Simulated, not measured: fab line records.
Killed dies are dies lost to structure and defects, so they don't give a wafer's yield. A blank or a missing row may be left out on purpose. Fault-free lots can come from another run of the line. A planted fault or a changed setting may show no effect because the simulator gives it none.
fab line records | flow nand-harc
[record] lots = 24 wafers = 72 last-day = 33
route steps=1302 shown P_GATE@148 P_CONTACT@219 P_M2@340 A_ZERO_WELL@401
lots untouched by any fault: they come from a run of this same line in which no faults occurred
start-h: hours from the record's first day to the start of the lot's first wafer shown | wait-h: how many hours have passed since the lot's step before this one | " identical to the entry in the row above | L1.1+2: a single row standing in for several wafers | - no value, or no start given | * or withheld: withheld | < > ~ a bound
route shown NAME@n: NAME is a module with steps in the file, n the number in the route of the first one | usual: mean and standard deviation over wafers with no fault | same: alike in all rows | chamber/n: place in a boat | sites: each site's reading | _std_site: standard deviation of those values | _edge_site: mean of outer sites minus mean of inner sites | radius-mm: for every site, how far away it sits from the centre of the wafer | mask NAME#n: copy n | behind: tool/chamber where the wafer was last shaped | hold: reason for holding the lot/hours on hold/outcome of the hold | device: which transistor (n, p or np) failed to switch | end of line: tests run on the same wafers once the route is complete | a step with no rows: only its recipe | killed: at the first sort, the dies lost to defects and structure; wafer yield is something else | map: shows each die of a wafer: x if killed, . if not, _ if none is there
set.NAME: setting as actually run; set.NAME@STEP: the setting as run at that earlier step | model.NAME: the simulator's own value behind a step, which no gauge read
route steps across a sampled set of lots; one table per step, one row per wafer
services: when a tool's chamber went out of use (start-h, in hours from the record's first day, below 0 if earlier), for how many hours, and the reason
[[steps]]
[step NHARC_P_GATE_ETCH_114]
[recipe] target-depth-a = 300 overetch-a = 30 time-s = 16.5 ion-energy-ev = 100 cf4-flow-sccm = 80 o2-flow-sccm = 20 ar-flow-sccm = 0 rf-w = 300 bias-w = 100 chemistry = CF4/O2
[usual] drypump-motor-current-A = 5.6/0.32 oes-product-au = 1.000/0.013 rf-vpp-V = 198.0/1.3 showerhead-plenum-p-Torr = 1.35/0.053 throttle-valve-pct = 13.398/0.0089
// columns lot.wafer tool chamber start-h wait-h drypump-motor-current-A oes-product-au rf-hours-counter-h rf-vpp-V showerhead-plenum-p-Torr throttle-valve-pct
L074.3 rie-diel-08 3 - - 5.7 0.989 4.9 196.5 1.26 13.396
L074.4 " 0 " " 5.7 0.996 4.7 197.7 1.38 13.397
L074.2 " 2 " " 5.8 0.981 5.7 199.4 1.36 13.417
L075.2 rie-diel-08 0 - - 5.7 0.995 4.9 198.5 1.38 13.389
L075.3 " 1 " " 5.9 1.009 5.6 197.9 1.31 13.396
L075.5 " 0 " " 5.7 0.996 - 198.4 1.38 13.396
L076.1 rie-diel-06 1 - - 5.8 1.010 11.1 201.0 1.44 13.404
L076.5 " 0 " " 5.4 1.019 - 197.6 1.35 13.396
L076.6 " 1 " " 5.8 1.006 - 200.2 1.44 13.400
L078.2 rie-diel-11 0 - - 5.7 0.974 2.5 200.1 1.41 13.399
L078.4 " 3 " " 5.5 1.027 1.8 199.4 1.36 13.386
L078.5 " 1 " " 5.0 0.988 - 196.9 1.31 13.389
L077.1 rie-diel-08 3 - - 5.7 0.986 7.1 194.7 1.26 13.399
L077.5 " 3 " " 5.7 0.973 - 196.9 1.26 13.391
L077.6 " 0 " " 5.7 1.004 - 199.5 1.38 13.407
L079.2 rie-diel-08 0 - - 5.7 1.008 7.0 198.1 1.38 13.389
L079.4 " 2 " " 5.8 0.995 8.0 199.1 1.36 13.388
L079.5 " 3 " " 5.7 0.995 - 195.1 1.26 13.387
L080.4 rie-diel-11 3 - - 5.4 1.023 2.1 198.9 1.36 13.403
L080.3 " 1 " " 5.0 1.013 2.6 197.2 1.31 13.389
L080.6 " 2 " " 5.4 0.981 - 198.6 1.40 13.411
L081.4 rie-diel-11 3 - - 5.4 1.028 5.5 198.9 1.36 13.377
L081.5 " 2 " " 5.4 0.982 - 199.5 1.40 13.387
L081.6 " 3 " " 5.4 1.031 - 198.4 1.36 13.396
L082.4 rie-diel-06 2 - - 5.8 0.995 3.6 196.4 1.26 13.395
L082.1 " 3 " " 6.2 0.992 3.2 198.4 1.31 13.398
L082.5 " 3 " " 6.2 0.985 - 198.3 1.31 13.393
L083.1 rie-diel-06 0 - - 5.4 0.993 3.7 197.7 1.35 13.398
L083.2 " 1 " " 5.8 1.009 4.0 201.2 1.44 13.395
L083.6 " 2 " " 5.7 1.001 - 196.3 1.26 13.397
L084.4 rie-diel-06 1 - - 5.8 1.010 4.1 200.2 1.44 13.400
L084.3 " 2 " " 5.8 0.995 4.7 197.9 1.26 13.395
L084.2 " 0 " " 5.4 0.992 3.8 198.2 1.35 13.402
L086.2 rie-diel-06 3 - - 6.2 1.005 4.8 197.3 1.31 13.405
L086.1 " 1 " " 5.8 1.019 5.2 199.9 1.44 13.393
L086.5 " 0 " " 5.4 1.019 - 198.6 1.34 13.403
L085.4 rie-diel-11 3 - - 5.5 1.010 7.5 197.4 1.36 13.400
L085.1 " 0 " " 5.7 0.976 6.8 199.5 1.40 13.401
L085.5 " 1 " " 5.0 0.993 - 197.0 1.31 13.397
L087.1 rie-diel-06 3 - - 6.2 0.997 5.7 196.2 1.31 13.399
L087.3 " 0 " " 5.4 1.006 5.8 198.0 1.35 13.395
L087.2 " 2 " " 5.8 0.996 6.0 196.2 1.26 13.395
L088.4 rie-diel-06 3 - - 6.2 1.005 6.2 197.8 1.31 13.377
L088.3 " 1 " " 5.8 1.009 6.1 199.7 1.44 13.408
L088.1 " 2 " " 5.8 0.985 6.4 195.6 1.26 13.382
L089.1 rie-diel-11 1 - - 5.0 1.005 8.4 198.5 1.31 13.387
L089.3 " 3 " " 5.4 1.020 8.7 198.6 1.36 13.419
L089.2 " 0 " " 5.7 0.984 8.1 199.0 1.40 13.394
L090.3 rie-diel-11 1 - - 4.9 0.995 8.5 197.2 1.31 13.398
L090.1 " 3 " " 5.4 1.024 8.7 198.8 1.36 13.401
L090.4 " 0 " " 5.7 0.995 8.1 198.5 1.40 13.396
L091.3 rie-diel-11 0 - - 5.7 0.994 0.2 198.9 1.40 13.406
L091.1 " 2 " " 5.4 1.011 0.2 199.4 1.40 13.409
L091.5 " 0 " " 5.7 0.988 - 199.4 1.40 13.406
L092.4 rie-diel-08 0 - - 5.7 0.993 3.2 198.2 1.38 13.410
L092.2 " 2 " " 5.8 1.000 3.9 197.1 1.36 13.403
L092.1 " 3 " " 5.7 0.978 3.2 195.6 1.25 13.389
L093.3 rie-diel-11 3 - - 5.5 1.008 0.9 199.1 1.36 13.402
L093.1 " 0 " " 5.7 0.997 0.9 199.4 1.40 13.400
L093.5 " 2 " " 5.4 1.011 - 198.2 1.40 13.387
L094.1 rie-diel-08 0 - - 5.7 0.999 4.3 198.8 1.38 13.404
L094.4 " 3 " " 5.7 0.993 4.8 198.0 1.25 13.415
L094.5 " 1 " " 6.0 1.021 - 197.3 1.31 13.403
L095.4 rie-diel-11 0 - - 5.7 0.998 1.7 198.3 1.40 13.392
L095.3 " 2 " " 5.4 1.014 1.9 199.5 1.40 13.405
L095.1 " 3 " " 5.5 1.019 1.7 198.2 1.36 13.404
L096.2 rie-diel-11 2 - - 5.4 1.012 2.9 198.5 1.40 13.393
L096.3 " 0 " " 5.7 0.993 2.4 198.5 1.40 13.389
L096.1 " 1 " " 5.0 0.998 2.9 196.4 1.31 13.401
L097.1 rie-diel-11 0 - - 5.7 0.992 2.6 198.9 1.40 13.386
L097.6 " 3 " " 5.5 1.028 - 198.4 1.36 13.392
L097.5 " 0 " " 5.7 0.999 - 198.4 1.40 13.401
[step NHARC_P_GATE_STRIP_75]
[recipe] power-w = 1500 temp-c = 250 chemistry = O2
[usual] drypump-motor-current-A = 5.92/0.23 heater-power-w = 294/25 temp-c = 249.99/0.18
// columns lot.wafer tool chamber start-h wait-h drypump-motor-current-A heater-power-w rf-hours-counter-h temp-c
L074.2 plasma-asher-01 0 112.69 0.2 5.87 306 24 249.90
L074.4 " 0 " " 5.86 299 - 249.93
L074.3 " 1 " " 5.61 360 - 250.27
L075.2 plasma-asher-02 0 118.70 0.3 6.17 272 8 249.68
L075.3 " 1 " " 5.75 294 - 249.83
L075.5 " 0 " " 6.19 267 - 249.76
L076.1 plasma-asher-02 0 127.16 0.2 6.20 275 10 249.95
L076.6 " 1 " " 5.74 288 - 250.39
L076.5 " 0 " " 6.20 274 - 249.94
L078.2 plasma-asher-02 0 151.62 0.2 6.20 277 13 250.01
L078.4 " 1 " " 5.74 283 - 249.78
L078.5 " 0 " " 6.19 266 - 249.54
L077.1 plasma-asher-01 1 152.16 0.3 5.59 362 30 249.79
L077.6 " 1 " " 5.59 352 - 250.10
L077.5 " 0 " " 5.84 299 - 250.01
L079.2 plasma-asher-02 0 166.66 0.3 6.24 273 17 249.94
L079.4 " 1 " " 5.75 287 - 250.35
L079.5 " 0 " " 6.22 275 - 250.25
L080.4 plasma-asher-02 1 167.33 0.2 5.74 297 - 249.86
L080.3 " 0 " " 6.18 271 - 250.01
L080.6 " 1 " " 5.73 287 - 249.96
L081.4 plasma-asher-02 0 189.35 0.2 6.16 275 - 250.01
L081.6 " 0 " " 6.17 269 - 249.92
L081.5 " 1 " " 5.75 297 - 249.99
L082.1 plasma-asher-02 1 194.37 0.2 5.75 291 25 249.60
L082.4 " 1 " " 5.74 293 - 249.78
L082.5 " 1 " " 5.73 294 - 249.45
L083.2 plasma-asher-01 1 208.84 0.3 5.60 355 6 250.21
L083.1 " 0 " " 5.87 304 6 249.78
L083.6 " 0 " " 5.90 309 - 250.09
L084.2 plasma-asher-02 0 209.90 0.2 6.19 269 27 249.97
L084.4 " 1 " " 5.75 291 - 249.92
L084.3 " 0 " " 6.20 279 - 250.09
L086.2 plasma-asher-02 0 224.09 0.3 6.20 281 30 250.06
L086.1 " 1 " " 5.73 293 30 249.71
L086.5 " 0 " " 6.20 268 - 250.21
L085.1 plasma-asher-02 0 224.47 0.2 6.20 276 31 250.08
L085.4 " 1 " " 5.72 298 - 250.21
L085.5 " 0 " " 6.16 268 - 249.78
L087.1 plasma-asher-01 0 234.86 0.3 5.88 302 11 249.89
L087.2 " 1 " " 5.63 357 11 250.03
L087.3 " 1 " " 5.61 358 - 250.13
L088.1 plasma-asher-02 1 258.71 0.2 5.74 296 1 249.62
L088.4 " 1 " " 5.74 305 - 249.77
L088.3 " 0 " " 6.16 273 - 249.73
L089.1 plasma-asher-02 0 263.40 0.3 6.21 270 4 250.03
L089.2 " 1 " " 5.74 286 4 250.20
L089.3 " 0 " " 6.18 271 - 250.16
L090.1 plasma-asher-02 0 266.51 0.2 6.19 269 6 250.10
L090.4 " 0 " " 6.19 271 - 249.99
L090.3 " 1 " " 5.73 302 - 250.13
L091.1 plasma-asher-02 1 286.67 0.2 5.74 291 10 249.99
L091.3 " 1 " " 5.73 302 - 249.84
L091.5 " 0 " " 6.18 271 - 250.17
L092.1 plasma-asher-02 0 290.93 0.3 6.18 280 12 250.04
L092.2 " 1 " " 5.74 292 12 250.10
L092.4 " 0 " " 6.18 273 - 250.11
L093.1 plasma-asher-01 1 297.52 0.2 5.63 364 23 250.15
L093.3 " 0 " " 5.86 301 - 250.09
L093.5 " 1 " " 5.60 367 - 250.05
L094.1 plasma-asher-02 1 314.57 0.2 5.74 299 15 249.91
L094.4 " 0 " " 6.18 282 - 249.93
L094.5 " 1 " " 5.74 294 - 249.96
L095.1 plasma-asher-02 0 317.32 0.2 6.17 275 16 250.06
L095.3 " 0 " " 6.18 274 - 249.94
L095.4 " 1 " " 5.75 303 - 250.05
L096.2 plasma-asher-02 1 329.49 0.2 5.74 299 17 249.93
L096.1 " 0 " " 6.19 270 17 250.15
L096.3 " 0 " " 6.18 278 - 250.12
L097.1 plasma-asher-02 1 336.66 0.2 5.75 300 19 249.89
L097.6 " 0 " " 6.21 269 - 249.86
L097.5 " 1 " " 5.74 297 - 249.63
[step NHARC_P_GATE_CD_MEAS_91]
[recipe] target-cd-nm = 2000 landing-energy-ev = 500
[usual] cd-nm = 1999.8/1.9
// columns lot.wafer tool chamber start-h wait-h cd-nm
L074.2 cd-sem-03 0 115.19 - 2001.3
L074.3 " 0 " " 1998.7
L074.4 " 0 " " 2001.3
L075.2 cd-sem-01 0 121.21 - 2000.2
L075.3 " 0 " " 1998.2
L075.5 " 0 " " 1998.9
L076.1 cd-sem-02 0 129.67 - 2001.6
L076.5 " 0 " " 1999.6
L076.6 " 0 " " 2000.2
L078.2 cd-sem-03 0 154.11 - 1997.5
L078.4 " 0 " " 1999.3
L078.5 " 0 " " 1997.3
L077.1 cd-sem-02 0 154.78 - 1998.7
L077.5 " 0 " " 2000.4
L077.6 " 0 " " 2001.5
L079.2 cd-sem-02 0 169.05 - 2003.1
L079.4 " 0 " " 1997.8
L079.5 " 0 " " 2000.3
L080.3 cd-sem-01 0 169.83 - 1998.2
L080.4 " 0 " " 2001.8
L080.6 " 0 " " 2000.4
L081.4 cd-sem-02 0 191.85 - 2001.9
L081.5 " 0 " " 2000.8
L081.6 " 0 " " 2000.2
L082.1 cd-sem-01 0 196.89 - 1999.5
L082.4 " 0 " " 1997.5
L082.5 " 0 " " 1996.5
L083.1 cd-sem-01 0 211.34 - 1999.7
L083.2 " 0 " " 1999.5
L083.6 " 0 " " 1999.4
L084.2 cd-sem-03 0 212.53 - 2000.8
L084.3 " 0 " " 2000.9
L084.4 " 0 " " 2000.7
L086.1 cd-sem-02 0 226.72 - 1999.7
L086.2 " 0 " " 2001.6
L086.5 " 0 " " 2000.9
L085.1 cd-sem-01 0 227.10 - 1996.8
L085.4 " 0 " " 2000.4
L085.5 " 0 " " 2001.3
L087.1 cd-sem-01 0 237.50 - 1998.9
L087.2 " 0 " " 2001.4
L087.3 " 0 " " 1999.6
L088.1 cd-sem-03 0 261.79 - 1995.3
L088.3 " 0 " " 1998.3
L088.4 " 0 " " 2000.2
L089.1 cd-sem-03 0 266.03 - 2002.1
L089.2 " 0 " " 2000.7
L089.3 " 0 " " 2000.9
L090.1 cd-sem-03 0 269.14 - 1999.0
L090.3 " 0 " " 2000.2
L090.4 " 0 " " 2000.5
L091.1 cd-sem-03 0 289.23 - 1997.8
L091.3 " 0 " " 2003.5
L091.5 " 0 " " 2001.4
L092.1 cd-sem-03 0 293.43 - 1995.4
L092.2 " 0 " " 1997.6
L092.4 " 0 " " 1998.9
L093.1 cd-sem-03 0 300.15 - 1998.5
L093.3 " 0 " " 1999.2
L093.5 " 0 " " 1998.7
L094.1 cd-sem-02 0 317.19 - 2001.8
L094.4 " 0 " " 1998.1
L094.5 " 0 " " 2000.8
L095.1 cd-sem-03 0 319.84 - 2000.2
L095.3 " 0 " " 1996.0
L095.4 " 0 " " 1998.4
L096.1 cd-sem-02 0 332.13 - 2002.8
L096.2 " 0 " " 1999.6
L096.3 " 0 " " 2003.2
L097.1 cd-sem-02 0 339.21 - 2001.6
L097.5 " 0 " " 2001.3
L097.6 " 0 " " 1997.4
[step NHARC_P_CONTACT_CMP_01]
[recipe] target-thk-nm = 200 material = SiO2
[usual] motor-current-A = 12.0/1.2
// columns lot.wafer tool chamber start-h wait-h motor-current-A
L074.2 cmp-04 0 119.11 - 12.0
L074.4 " 2 " " 12.6
L074.3 " 3 " " 10.3
L075.3 cmp-02 0 125.04 - 9.4
L075.2 " 1 " " 14.0
L075.5 " 0 " " 10.2
L076.1 cmp-04 3 133.55 - 10.3
L076.5 " 2 " " 11.9
L076.6 " 3 " " 10.9
L078.4 cmp-02 2 158.10 - 12.0
L078.2 " 0 " " 9.8
L078.5 " 1 " " 13.6
L077.1 cmp-04 2 158.61 - 13.4
L077.5 " 2 " " 12.5
L077.6 " 3 " " 10.2
L079.2 cmp-02 1 173.06 - 14.1
L079.4 " 0 " " 10.0
L079.5 " 2 " " 11.7
L080.4 cmp-02 1 174.13 - 13.3
L080.3 " 2 " " 11.9
L080.6 " 0 " " 10.5
L081.4 cmp-02 2 195.98 0.4 12.0
L081.5 " 0 " " 10.0
L081.6 " 1 " " 13.3
L082.1 cmp-01 3 200.99 0.5 11.5
L082.4 " 1 " " 14.4
L082.5 " 0 " " 11.9
L083.1 cmp-01 3 215.32 - 11.9
L083.2 " 2 " " 12.6
L083.6 " 0 " " 11.8
L084.3 cmp-01 2 216.37 - 11.9
L084.4 " 3 " " 11.5
L084.2 " 1 " " 13.4
L086.2 cmp-02 0 230.79 0.5 9.7
L086.1 " 3 " " 9.6
L086.5 " 0 " " 10.3
L085.4 cmp-01 2 231.55 0.4 12.0
L085.1 " 3 " " 11.1
L085.5 " 1 " " 13.8
L087.2 cmp-01 3 241.35 - 11.2
L087.1 " 0 " " 11.6
L087.3 " 1 " " 12.6
L088.1 cmp-04 3 265.66 - 10.8
L088.4 " 0 " " 12.1
L088.3 " 1 " " 12.4
L089.1 cmp-01 0 269.94 - 12.1
L089.2 " 1 " " 13.9
L089.3 " 3 " " 11.3
L090.3 cmp-01 0 273.02 - 12.1
L090.4 " 1 " " 13.8
L090.1 " 3 " " 10.9
L091.3 cmp-01 1 293.10 - 13.6
L091.1 " 2 " " 12.0
L091.5 " 1 " " 13.7
L092.1 cmp-04 0 297.28 - 12.4
L092.4 " 2 " " 13.0
L092.2 " 3 " " 10.4
L093.3 cmp-02 1 304.00 - 13.4
L093.1 " 2 " " 11.9
L093.5 " 1 " " 13.5
L094.1 cmp-04 0 321.12 - 11.2
L094.4 " 1 " " 12.6
L094.5 " 1 " " 12.3
L095.4 cmp-04 2 323.73 - 12.6
L095.3 " 3 " " 10.2
L095.1 " 0 " " 12.7
L096.1 cmp-04 3 336.21 0.5 10.6
L096.2 " 0 " " 12.4
L096.3 " 2 " " 12.5
L097.1 cmp-02 0 343.35 0.6 9.8
L097.5 " 2 " " 11.9
L097.6 " 3 " " 10.5
[step NHARC_P_M2_PVD_20]
[recipe] target-thk-a = 50 bias-v = 168.6 power-w = 15000 chamber-pressure-pa = 0.12 time-s = 8.06 substrate-temp-c = 50 material = TaN
[usual] substrate-temp-c = 50.00/0.11 throttle-valve-pct = 30.2/1.4
// columns lot.wafer tool chamber start-h wait-h substrate-temp-c throttle-valve-pct
L074.4 pvd-sputter-03 - - - 50.18 27.7
L074.3 " - " " 50.02 32.3
L074.2 " - " " 49.89 29.7
L075.2 pvd-sputter-01 - - - 50.02 32.3
L075.3 " - " " 49.90 30.6
L075.5 " - " " 50.14 32.1
L076.1 pvd-sputter-03 - - - 49.89 29.1
L076.5 " - " " 50.09 32.4
L076.6 " - " " 50.04 29.7
L078.4 pvd-sputter-02 - - - 49.89 28.6
L078.2 " - " " 50.04 30.9
L078.5 " - " " 50.06 28.8
L077.1 pvd-sputter-01 - - - 50.12 31.9
L077.5 " - " " 50.09 30.2
L077.6 " - " " 50.03 31.0
L079.2 pvd-sputter-02 - - - 50.06 30.8
L079.4 " - " " 49.98 28.9
L079.5 " - " " 49.92 30.1
L080.3 pvd-sputter-03 - - - 49.87 32.4
L080.4 " - " " 49.93 28.5
L080.6 " - " " 50.25 32.6
L081.4 pvd-sputter-01 - - - 50.13 32.2
L081.6 " - " " 49.74 30.1
L081.5 " - " " 49.88 30.8
L082.1 pvd-sputter-03 - - - 49.79 30.2
L082.4 " - " " 49.92 32.6
L082.5 " - " " 49.91 29.2
L083.2 pvd-sputter-02 - - - 49.85 30.0
L083.1 " - " " 50.06 29.0
L083.6 " - " " 50.02 31.0
L084.3 pvd-sputter-03 - - - 49.99 28.5
L084.2 " - " " 50.08 30.5
L084.4 " - " " 50.08 32.4
L086.1 pvd-sputter-03 - - - 50.01 32.5
L086.2 " - " " 49.94 28.1
L086.5 " - " " 50.04 30.2
L085.4 pvd-sputter-03 - - - 49.79 28.2
L085.1 " - " " 50.05 29.3
L085.5 " - " " 50.22 30.4
L087.2 pvd-sputter-03 - - - 50.04 30.4
L087.1 " - " " 50.05 32.6
L087.3 " - " " 49.96 29.3
L088.4 pvd-sputter-02 - - - 50.01 28.7
L088.1 " - " " 50.12 30.7
L088.3 " - " " 49.90 30.4
L089.1 pvd-sputter-01 - - - 49.99 31.7
L089.2 " - " " 50.01 31.5
L089.3 " - " " 49.98 30.9
L090.1 pvd-sputter-01 - - - 50.10 30.3
L090.4 " - " " 50.01 31.2
L090.3 " - " " 50.10 32.0
L091.3 pvd-sputter-03 - - - 50.01 32.3
L091.1 " - " " 50.05 29.4
L091.5 " - " " 49.88 30.2
L092.2 pvd-sputter-03 - - - 49.88 28.3
L092.1 " - " " 49.96 30.2
L092.4 " - " " 50.01 29.4
L093.3 pvd-sputter-02 - - - 49.95 30.2
L093.1 " - " " 50.06 28.9
L093.5 " - " " 50.16 30.3
L094.1 pvd-sputter-02 - - - 49.82 30.9
L094.4 " - " " 50.07 28.8
L094.5 " - " " 49.97 29.1
L095.1 pvd-sputter-03 - - - 49.95 29.5
L095.3 " - " " 50.10 28.5
L095.4 " - " " 50.04 32.7
L096.2 pvd-sputter-01 - - - 50.09 31.3
L096.1 " - " " 49.97 30.6
L096.3 " - " " 49.98 32.0
L097.1 pvd-sputter-02 - - - 50.02 29.0
L097.6 " - " " 50.03 28.8
L097.5 " - " " 49.80 29.1
[step NHARC_A_ZERO_WELL_CD_MEAS_10]
[recipe] target-cd-nm = 2000 landing-energy-ev = 500
[usual] cd-nm = 2000.3/2.6
// columns lot.wafer tool chamber start-h wait-h cd-nm
L074.2 cd-sem-03 0 141.08 - 2004.2
L074.3 " 0 " " 2003.0
L074.4 " 0 " " 1997.4
L075.2 cd-sem-03 0 147.84 - 2000.4
L075.3 " 0 " " 1999.2
L075.5 " 0 " " 2003.5
L076.1 cd-sem-03 0 155.66 - 2001.3
L076.5 " 0 " " 2003.8
L076.6 " 0 " " 2002.9
L078.2 cd-sem-02 0 180.26 - 1998.7
L078.4 " 0 " " 1998.6
L078.5 " 0 " " 1998.8
L077.1 cd-sem-01 0 180.68 - 1999.3
L077.5 " 0 " " 1996.7
L077.6 " 0 " " 1998.0
L079.2 cd-sem-02 0 195.89 - 2001.9
L079.4 " 0 " " 2001.9
L079.5 " 0 " " 1997.3
L080.3 cd-sem-02 0 196.05 - 2000.0
L080.4 " 0 " " 1995.6
L080.6 " 0 " " 1999.7
L081.4 cd-sem-02 0 217.78 - 1999.5
L081.5 " 0 " " 1996.6
L081.6 " 0 " " 1997.0
L082.1 cd-sem-02 0 222.90 - 2000.1
L082.4 " 0 " " 2001.1
L082.5 " 0 " " 2002.0
L083.1 cd-sem-02 0 237.30 - 1996.4
L083.2 " 0 " " 2000.0
L083.6 " 0 " " 1999.5
L084.2 cd-sem-02 0 238.48 - 2002.6
L084.3 " 0 " " 2004.5
L084.4 " 0 " " 2000.5
L086.1 cd-sem-01 0 253.97 - 2003.5
L086.2 " 0 " " 1995.7
L086.5 " 0 " " 1998.8
L085.1 cd-sem-02 0 254.26 - 2002.0
L085.4 " 0 " " 1998.3
L085.5 " 0 " " 2002.0
L087.1 cd-sem-02 0 263.22 - 1998.6
L087.2 " 0 " " 2000.2
L087.3 " 0 " " 2000.9
L088.1 cd-sem-02 0 287.95 - 2000.1
L088.3 " 0 " " 2000.8
L088.4 " 0 " " 2001.5
L089.1 cd-sem-03 0 293.02 - 1999.9
L089.2 " 0 " " 1996.6
L089.3 " 0 " " 1998.5
L090.1 cd-sem-03 0 295.56 - 2002.9
L090.3 " 0 " " 2004.0
L090.4 " 0 " " 2003.1
L091.1 cd-sem-02 0 315.36 - 1995.6
L091.3 " 0 " " 2000.4
L091.5 " 0 " " 1996.1
L092.1 cd-sem-01 0 319.17 - 2002.8
L092.2 " 0 " " 1996.3
L092.4 " 0 " " 2005.6
L093.1 cd-sem-03 0 325.74 - 2006.8
L093.3 " 0 " " 1996.7
L093.5 " 0 " " 1997.9
L094.1 cd-sem-02 0 346.48 - 2002.9
L094.4 " 0 " " 2001.0
L094.5 " 0 " " 2002.7
L095.1 cd-sem-03 0 347.13 - 2001.5
L095.3 " 0 " " 2000.6
L095.4 " 0 " " 2003.8
L096.1 cd-sem-03 0 359.13 - 2000.0
L096.2 " 0 " " 2001.3
L096.3 " 0 " " 1999.4
L097.1 cd-sem-02 0 365.01 - 1996.5
L097.5 " 0 " " 1995.1
L097.6 " 0 " " 2001.2
[[services]]
// columns tool chamber start-h hours kind
rie-diel-11 - 78.58 9.0 pm
cmp-01 - 87.70 4.0 pm
cmp-02 - 88.96 5.4 repair
cmp-04 - 111.12 4.0 pm
cmp-01 - 124.49 0.5 repair
cmp-04 - 134.02 1.5 repair
cmp-02 - 134.50 4.0 pm
cmp-01 - 138.36 0.6 repair
cmp-04 - 138.64 1.6 repair
cmp-04 - 143.41 1.1 repair
cmp-01 - 145.63 2.4 repair
cmp-01 - 159.68 0.4 repair
cmp-04 - 161.02 1.1 repair
pvd-sputter-03 - 170.05 10.0 pm
cmp-01 - 172.33 6.8 repair
cmp-02 - 174.41 0.9 repair
cmp-01 - 185.70 4.0 pm
cmp-04 - 209.12 4.0 pm
cmp-01 - 225.29 0.4 repair
cmp-02 - 232.50 4.0 pm
plasma-asher-02 - 249.13 9.0 pm
rie-diel-11 - 255.58 9.0 pm
pvd-sputter-03 - 273.05 12.4 repair
pvd-sputter-03 - 348.10 10.0 pm
[[key]]
fault none
